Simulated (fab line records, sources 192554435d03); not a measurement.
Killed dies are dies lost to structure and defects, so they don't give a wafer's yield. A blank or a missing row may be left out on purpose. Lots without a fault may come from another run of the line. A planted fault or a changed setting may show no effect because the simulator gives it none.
Which tool did it? | flow n5_finfet | 9 lots, 27 wafers sampled, at 6 steps of a route of 1938

WHAT THE GAUGES READ, wafer by wafer
N5_BEOL_M0_SAQP_INSPECT_42: inspects for defects (brightfield).
lot  | measured     | on                | raw_defect_count
L864 | day 5 19:11  | defect_inspect-01 | 379 185 311
L866 | day 6 15:52  | defect_inspect-02 | 197 183 114
L873 | day 8 00:34  | defect_inspect-02 | 190 153 225
L876 | day 9 03:51  | defect_inspect-01 | 295 290 204
L879 | day 9 18:08  | defect_inspect-01 | 502 304 382
L883 | day 10 16:32 | defect_inspect-02 | 270 271 203
L884 | day 10 20:14 | defect_inspect-02 | 221 333 334
L885 | day 11 02:23 | defect_inspect-01 | 311 343 315
L887 | day 11 10:13 | defect_inspect-02 | 212 215 285

N5_BEOL_M0_CUTY_OVL_MEAS_58.
lot  | measured     | on         | M0_ABLK_OVL (nm)
L864 | day 5 20:33  | overlay-01 | 1.0 0.0 1.6
L866 | day 6 17:07  | overlay-01 | -1.5 1.1 0.6
L873 | day 8 01:55  | overlay-01 | 0.5 -1.0 0.6
L876 | day 9 05:17  | overlay-01 | 8.4 8.5 8.4
L879 | day 9 19:38  | overlay-01 | 7.7 5.5 7.1
L883 | day 10 19:39 | overlay-02 | -1.7 -0.5 -2.2
L884 | day 10 21:41 | overlay-02 | -0.3 -0.2 -0.5
L885 | day 11 03:45 | overlay-01 | 0.2 0.8 -0.5
L887 | day 11 11:27 | overlay-01 | 0.3 -0.8 0.1

N5_BEOL_M4_RC_MEAS_101.
lot  | measured     | on        | DIBL_N (mV/V)  | DIBL_P (mV/V)  | IOFF_N (nA/um)    | IOFF_P (nA/um) | ION_N (uA/um) | ION_P (uA/um) | SS_N (mV/dec)  | SS_P (mV/dec)  | VT_N (mV)   | VT_P (mV)
L864 | day 7 18:14  | prober-02 | 35.4 36.9 38.8 | 34.9 35.9 37.9 | 0.115 0.139 0.175 | 0.18 0.19 0.23 | 662 667 679   | 461 463 462   | 70.7 71.1 72.4 | 72.2 72.0 73.5 | 256 254 250 | -253 -251 -250
L866 | day 8 18:42  | prober-01 | 36.8 35.3 34.1 | 36.7 34.5 33.3 | 0.151 0.128 0.108 | 0.20 0.17 0.15 | 668 657 652   | 456 457 452   | 72.1 71.0 71.1 | 73.5 72.6 72.0 | 253 254 257 | -252 -253 -253
L873 | day 9 21:20  | prober-02 | 34.8 34.7 35.2 | 35.5 36.2 35.7 | 0.154 0.152 0.161 | 0.22 0.24 0.23 | 681 685 672   | 478 478 460   | 71.6 71.5 72.5 | 72.6 72.9 73.2 | 254 253 250 | -247 -244 -245
L876 | day 11 09:23 | prober-02 | 34.1 35.6 34.4 | 33.3 35.7 35.0 | 0.110 0.138 0.121 | 0.15 0.17 0.17 | 647 674 664   | 447 459 455   | 71.5 71.9 70.9 | 72.4 73.0 73.3 | 252 251 253 | -255 -252 -253
L879 | day 12 12:33 | prober-02 | 36.8 38.9 37.2 | 38.4 39.4 39.1 | 0.179 0.191 0.189 | 0.24 0.25 0.25 | 691 688 680   | 479 467 473   | 71.9 72.7 71.8 | 73.8 74.2 73.2 | 248 248 246 | -248 -246 -246
L883 | day 12 20:47 | prober-02 | 35.8 33.0 35.1 | 36.4 32.9 35.1 | 0.151 0.107 0.144 | 0.23 0.17 0.21 | 665 649 672   | 460 454 461   | 71.4 70.8 71.1 | 72.8 72.0 73.1 | 251 252 252 | -247 -252 -250
L884 | day 13 10:53 | prober-01 | 34.1 38.7 34.6 | 35.2 39.7 37.3 | 0.132 0.234 0.162 | 0.18 0.26 0.22 | 647 708 687   | 459 469 470   | 71.3 72.9 72.3 | 73.8 74.2 73.6 | 253 244 246 | -253 -247 -254
L885 | day 13 18:34 | prober-01 | 37.7 36.0 35.0 | 38.0 36.1 33.9 | 0.210 0.178 0.142 | 0.29 0.24 0.20 | 692 681 678   | 477 473 467   | 72.4 71.2 71.7 | 73.5 73.3 72.5 | 247 246 250 | -245 -248 -250
L887 | day 14 02:34 | prober-01 | 34.7 35.3 34.8 | 35.1 36.0 35.4 | 0.136 0.142 0.128 | 0.19 0.21 0.20 | 671 664 660   | 457 459 456   | 70.9 71.9 71.4 | 72.2 73.1 72.6 | 252 252 254 | -252 -251 -253

WHICH TOOL RAN EACH LOT (tool, then ch and the chambers of the sampled wafers, then the start)
lot  | N5_BEOL_M0_CUTY_EXPOSE_54          | N5_BEOL_M0_CUTY_ETCH_63            | N5_BEOL_M0_HM_OPEN_105
L864 | arfi_scanner-02 ch 0, day 5 20:25  | rie_diel-04 ch 0,2,3, day 5 20:41  | rie_metal-03 ch 0,1, day 5 20:58
L866 | arfi_scanner-02 ch 0, day 6 16:58  | rie_diel-03 ch 0,1,2, day 6 17:34  | rie_metal-01 ch 0,1, day 6 18:09
L873 | arfi_scanner-02 ch 0, day 8 01:47  | rie_diel-03 ch 1,2, day 8 02:05    | rie_metal-03 ch 0,1, day 8 04:02
L876 | arfi_scanner-02 ch 0, day 9 05:08  | rie_diel-02 ch 0,2,3, day 9 05:26  | rie_metal-02 ch 0,1, day 9 05:44
L879 | arfi_scanner-02 ch 0, day 9 19:28  | rie_diel-02 ch 0,1,2, day 9 19:46  | rie_metal-01 ch 0,1, day 9 20:00
L883 | arfi_scanner-03 ch 0, day 10 19:29 | rie_diel-02 ch 0,1, day 10 19:47   | rie_metal-03 ch 0,1, day 10 20:01
L884 | arfi_scanner-01 ch 0, day 10 21:32 | rie_diel-04 ch 0,1, day 10 22:16   | rie_metal-03 ch 0, day 11 01:23
L885 | arfi_scanner-03 ch 0, day 11 03:36 | rie_diel-04 ch 0,1,3, day 11 04:30 | rie_metal-02 ch 0,1, day 11 04:47
L887 | arfi_scanner-03 ch 0, day 11 11:18 | rie_diel-03 ch 0,2, day 11 11:35   | rie_metal-02 ch 0,1, day 11 12:47
- N5_BEOL_M0_CUTY_EXPOSE_54: exposes mask M0 ABLK.
- N5_BEOL_M0_CUTY_ETCH_63: etches SOC in N2/H2, target depth 82.7 nm, overetch 16.5 nm, time 124 s.
- N5_BEOL_M0_HM_OPEN_105: chemistry Cl2/BCl3, target TiN, target depth 12 nm.

WHAT THE TOOLS THEMSELVES READ (means of the sampled wafers that have a number; where no wafer has one, the mark that the record gives instead)
N5_BEOL_M0_CUTY_ETCH_63.
lot  | tool        | bias_w (W) | drypump_motor_current_A (A) | oes_product_au (a.u.) | rf_vpp_V (V) | showerhead_plenum_p_Torr (Torr) | throttle_valve_pct (%)
L864 | rie_diel-04 | 150.0      | 6.2                         | 0.64                  | 522.2        | 2.48                            | 17.96
L866 | rie_diel-03 | 150.4      | 5.4                         | 0.67                  | 523.2        | 2.56                            | 17.63
L873 | rie_diel-03 | 149.6      | 5.3                         | 0.67                  | 523.9        | 2.57                            | 17.53
L876 | rie_diel-02 | 149.9      | 5.4                         | 0.58                  | 524.1        | 2.52                            | 17.93
L879 | rie_diel-02 | 150.3      | 5.6                         | 0.58                  | 523.9        | 2.55                            | 17.95
L883 | rie_diel-02 | 149.8      | 5.9                         | 0.57                  | 524.0        | 2.54                            | 17.81
L884 | rie_diel-04 | 149.9      | 6.4                         | 0.75                  | 524.6        | 2.57                            | 17.54
L885 | rie_diel-04 | 150.7      | 6.5                         | 0.73                  | 524.2        | 2.60                            | 17.68
L887 | rie_diel-03 | 150.3      | 5.5                         | 0.60                  | 523.2        | 2.53                            | 17.84

N5_BEOL_M0_HM_OPEN_105.
lot  | tool         | bias_w (W) | drypump_motor_current_A (A) | oes_product_au (a.u.) | throttle_valve_pct (%)
L864 | rie_metal-03 | 125.9      | 5.5                         | 0.73                  | 22.16
L866 | rie_metal-01 | 125.9      | 5.5                         | 0.68                  | 21.88
L873 | rie_metal-03 | 126.1      | 5.5                         | 0.75                  | 22.33
L876 | rie_metal-02 | 125.9      | 6.4                         | 0.71                  | 21.84
L879 | rie_metal-01 | 126.1      | 5.5                         | 0.67                  | 21.90
L883 | rie_metal-03 | 126.2      | 5.5                         | 0.73                  | 22.33
L884 | rie_metal-03 | 126.3      | 5.6                         | 0.67                  | 22.05
L885 | rie_metal-02 | 126.2      | 6.4                         | 0.70                  | 21.86
L887 | rie_metal-02 | 125.9      | 6.4                         | 0.69                  | 21.86

THE ANSWER, worked out from the rows above alone
Rule: what is usual is taken from the lots themselves. Put in order of their means at a reading, lots are off if they are a third of the lots or fewer, leave a main group of 4 or more, and stand apart from it by a gap of 3 or more times the standard deviation of the main group's means; of several such gaps the widest counts. A main group whose means are all the same, to the digits that the tables above print for the reading, isn't used. A lot without any number at a reading at which 4 lots or more have one is off too. The other lots that the step has rows for count as sound. The gauges are gone through in route order, then the tools' own readings, and for those a lot's mean is taken as printed above. The first step at which some lot is off is used, and at that step the reading that is off furthest; a lot without a number counts as furthest.
Off: L876, L879, at N5_BEOL_M0_CUTY_OVL_MEAS_58 (M0_ABLK_OVL). The main group: mean -0.1 nm, standard deviation 0.65.
A tool fits if, at a process step before that reading, it ran every lot that is off, and no sound lot after the first of them. The gauges at N5_BEOL_M0_CUTY_OVL_MEAS_58 are tried like those tools. One fits: arfi_scanner-02 at N5_BEOL_M0_CUTY_EXPOSE_54. Its last sound lot is L873 (day 8 01:47), its first lot that is off L876 (day 9 05:08): a fault that began between those two fits.

WHAT THE SIMULATOR HAD PUT IN
Scanner matching overlay: arfi_scanner-02, from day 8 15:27 on, at N5_BEOL_M0_CUTY_EXPOSE_54. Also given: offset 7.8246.
Lots struck among those shown: L876, L879. The rule above found the same.
